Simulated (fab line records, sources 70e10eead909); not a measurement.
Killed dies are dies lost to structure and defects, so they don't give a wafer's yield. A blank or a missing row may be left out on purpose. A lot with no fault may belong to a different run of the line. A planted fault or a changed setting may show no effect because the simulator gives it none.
Which tool is to blame? || flow nand_harc || 14 lots with 42 wafers sampled at 3 steps, on a route of 1159 steps

WHAT THE GAUGES READ, wafer by wafer
NHARC_P_M2_INSPECT_27. Usual: raw_defect_count 333, standard deviation 130.
{"lot": "L626", "measured": "day 6 14:15", "on": "defect_inspect-02", "raw_defect_count": "630 441 882", "flag": ""}
{"lot": "L627", "measured": "day 6 15:23", "on": "defect_inspect-02", "raw_defect_count": "288 416 418", "flag": ""}
{"lot": "L628", "measured": "day 6 16:40", "on": "defect_inspect-02", "raw_defect_count": "293 235 336", "flag": ""}
{"lot": "L629", "measured": "day 7 05:40", "on": "defect_inspect-02", "raw_defect_count": "361 257 251", "flag": ""}
{"lot": "L630", "measured": "day 7 06:01", "on": "defect_inspect-01", "raw_defect_count": "446 411 292", "flag": ""}
{"lot": "L631", "measured": "day 7 07:00", "on": "defect_inspect-01", "raw_defect_count": "339 251 424", "flag": ""}
{"lot": "L638", "measured": "day 9 11:11", "on": "defect_inspect-02", "raw_defect_count": "162 130 131", "flag": ""}
{"lot": "L640", "measured": "day 9 14:05", "on": "defect_inspect-02", "raw_defect_count": "337 308 325", "flag": ""}
{"lot": "L643", "measured": "day 10 15:17", "on": "defect_inspect-02", "raw_defect_count": "445 609 618", "flag": ""}
{"lot": "L645", "measured": "day 10 22:31", "on": "defect_inspect-02", "raw_defect_count": "222 283 185", "flag": ""}
{"lot": "L646", "measured": "day 10 22:49", "on": "defect_inspect-02", "raw_defect_count": "255 347 206", "flag": ""}
{"lot": "L647", "measured": "day 11 14:54", "on": "defect_inspect-01", "raw_defect_count": "167 209 298", "flag": ""}
{"lot": "L649", "measured": "day 12 00:32", "on": "defect_inspect-02", "raw_defect_count": "302 253 356", "flag": ""}
{"lot": "L648", "measured": "day 12 02:35", "on": "defect_inspect-02", "raw_defect_count": "405 284 408", "flag": ""}

NHARC_P_BONDPAD_CD_MEAS_09 targets a cd of 500 nm. Usual: cd_nm 500.3 nm, standard deviation 2.7.
{"lot": "L626", "measured": "day 6 16:13", "on": "cd_sem-03", "cd_nm (nm)": "499.6 497.5 500.6", "flag": ""}
{"lot": "L627", "measured": "day 6 17:23", "on": "cd_sem-03", "cd_nm (nm)": "503.9 501.2 500.5", "flag": ""}
{"lot": "L628", "measured": "day 6 18:52", "on": "cd_sem-02", "cd_nm (nm)": "502.4 502.6 500.5", "flag": ""}
{"lot": "L629", "measured": "day 7 07:26", "on": "cd_sem-02", "cd_nm (nm)": "500.4 504.7 498.6", "flag": ""}
{"lot": "L630", "measured": "day 7 07:40", "on": "cd_sem-01", "cd_nm (nm)": "499.7 498.3 496.8", "flag": ""}
{"lot": "L631", "measured": "day 7 08:40", "on": "cd_sem-01", "cd_nm (nm)": "497.8 500.8 499.7", "flag": ""}
{"lot": "L638", "measured": "day 9 13:05", "on": "cd_sem-02", "cd_nm (nm)": "498.7 497.1 499.4", "flag": ""}
{"lot": "L640", "measured": "day 9 15:52", "on": "cd_sem-02", "cd_nm (nm)": "498.7 504.3 500.5", "flag": ""}
{"lot": "L643", "measured": "day 10 17:05", "on": "cd_sem-03", "cd_nm (nm)": "501.9 498.8 502.0", "flag": ""}
{"lot": "L645", "measured": "day 11 00:17", "on": "cd_sem-02", "cd_nm (nm)": "497.7 498.3 496.7", "flag": ""}
{"lot": "L646", "measured": "day 11 00:38", "on": "cd_sem-03", "cd_nm (nm)": "502.1 502.4 503.5", "flag": ""}
{"lot": "L647", "measured": "day 11 16:37", "on": "cd_sem-02", "cd_nm (nm)": "498.5 496.7 496.8", "flag": ""}
{"lot": "L649", "measured": "day 12 02:19", "on": "cd_sem-03", "cd_nm (nm)": "501.7 502.0 502.0", "flag": ""}
{"lot": "L648", "measured": "day 12 04:14", "on": "cd_sem-03", "cd_nm (nm)": "499.9 496.2 504.4", "flag": ""}

EACH LOT AND THE TOOL THAT RAN IT (in order: tool; ch and the chambers of the sampled wafers; start)
{"lot": "L626", "NHARC_P_BONDPAD_CMP_32": "cmp-03 ch 0,1,2, day 6 15:28"}
{"lot": "L627", "NHARC_P_BONDPAD_CMP_32": "cmp-03 ch 0,1,2, day 6 16:42"}
{"lot": "L628", "NHARC_P_BONDPAD_CMP_32": "cmp-03 ch 0,2,3, day 6 18:03"}
{"lot": "L629", "NHARC_P_BONDPAD_CMP_32": "cmp-04 ch 0,3, day 7 06:38"}
{"lot": "L630", "NHARC_P_BONDPAD_CMP_32": "cmp-02 ch 2,3, day 7 06:59"}
{"lot": "L631", "NHARC_P_BONDPAD_CMP_32": "cmp-02 ch 0,1, day 7 07:59"}
{"lot": "L638", "NHARC_P_BONDPAD_CMP_32": "cmp-02 ch 1,2, day 9 12:08"}
{"lot": "L640", "NHARC_P_BONDPAD_CMP_32": "cmp-02 ch 0,2, day 9 15:03"}
{"lot": "L643", "NHARC_P_BONDPAD_CMP_32": "cmp-03 ch 0,1,2, day 10 16:16"}
{"lot": "L645", "NHARC_P_BONDPAD_CMP_32": "cmp-02 ch 0,3, day 10 23:29"}
{"lot": "L646", "NHARC_P_BONDPAD_CMP_32": "cmp-02 ch 1,3, day 10 23:50"}
{"lot": "L647", "NHARC_P_BONDPAD_CMP_32": "cmp-02 ch 2,3, day 11 15:56"}
{"lot": "L649", "NHARC_P_BONDPAD_CMP_32": "cmp-02 ch 0,1,2, day 12 01:31"}
{"lot": "L648", "NHARC_P_BONDPAD_CMP_32": "cmp-02 ch 1,2,3, day 12 03:35"}
- NHARC_P_BONDPAD_CMP_32: polishes SiCN, target thk 200 nm.

AS READ BY THE TOOLS THEMSELVES (means over the sampled wafers that have a number; for cases with no such wafer, the mark the record gives instead)
NHARC_P_BONDPAD_CMP_32. Usual: motor_current_A 12.2 A, standard deviation 1.1; retaining_ring_pressure_frac 1.001, standard deviation 0.0048.
{"lot": "L626", "tool": "cmp-03", "motor_current_A (A)": 12.8, "retaining_ring_pressure_frac": 1.001, "flag": ""}
{"lot": "L627", "tool": "cmp-03", "motor_current_A (A)": 13.1, "retaining_ring_pressure_frac": 1.002, "flag": ""}
{"lot": "L628", "tool": "cmp-03", "motor_current_A (A)": 13.1, "retaining_ring_pressure_frac": 0.999, "flag": ""}
{"lot": "L629", "tool": "cmp-04", "motor_current_A (A)": 11.2, "retaining_ring_pressure_frac": 1.000, "flag": ""}
{"lot": "L630", "tool": "cmp-02", "motor_current_A (A)": 12.5, "retaining_ring_pressure_frac": 0.997, "flag": ""}
{"lot": "L631", "tool": "cmp-02", "motor_current_A (A)": 12.0, "retaining_ring_pressure_frac": 0.999, "flag": ""}
{"lot": "L638", "tool": "cmp-02", "motor_current_A (A)": 12.8, "retaining_ring_pressure_frac": 1.000, "flag": ""}
{"lot": "L640", "tool": "cmp-02", "motor_current_A (A)": 12.2, "retaining_ring_pressure_frac": 0.998, "flag": ""}
{"lot": "L643", "tool": "cmp-03", "motor_current_A (A)": 13.3, "retaining_ring_pressure_frac": 0.998, "flag": ""}
{"lot": "L645", "tool": "cmp-02", "motor_current_A (A)": 12.4, "retaining_ring_pressure_frac": 1.001, "flag": ""}
{"lot": "L646", "tool": "cmp-02", "motor_current_A (A)": 11.8, "retaining_ring_pressure_frac": 0.996, "flag": ""}
{"lot": "L647", "tool": "cmp-02", "motor_current_A (A)": 12.8, "retaining_ring_pressure_frac": 1.005, "flag": ""}
{"lot": "L649", "tool": "cmp-02", "motor_current_A (A)": 11.9, "retaining_ring_pressure_frac": 0.998, "flag": ""}
{"lot": "L648", "tool": "cmp-02", "motor_current_A (A)": 12.4, "retaining_ring_pressure_frac": 1.000, "flag": ""}

THE ANSWER, worked out from the rows above alone
Rule: a lot is off if the mean of its wafers that have a number lies more than 3 standard deviations from the usual mean. Also off: a lot with no number at a reading for which 4 or more lots have one. Where the step has rows for the other lots, those lots are counted as sound. Order of review: gauges by route order, followed by the tools' own readings, for which a lot's mean as printed above is used. At the first step where some lot is off, the reading lying furthest off is the one used; lots without a number count as furthest.
Nothing can be told from this: no lot is off at any reading shown.

WHAT WAS PUT IN BY THE SIMULATOR
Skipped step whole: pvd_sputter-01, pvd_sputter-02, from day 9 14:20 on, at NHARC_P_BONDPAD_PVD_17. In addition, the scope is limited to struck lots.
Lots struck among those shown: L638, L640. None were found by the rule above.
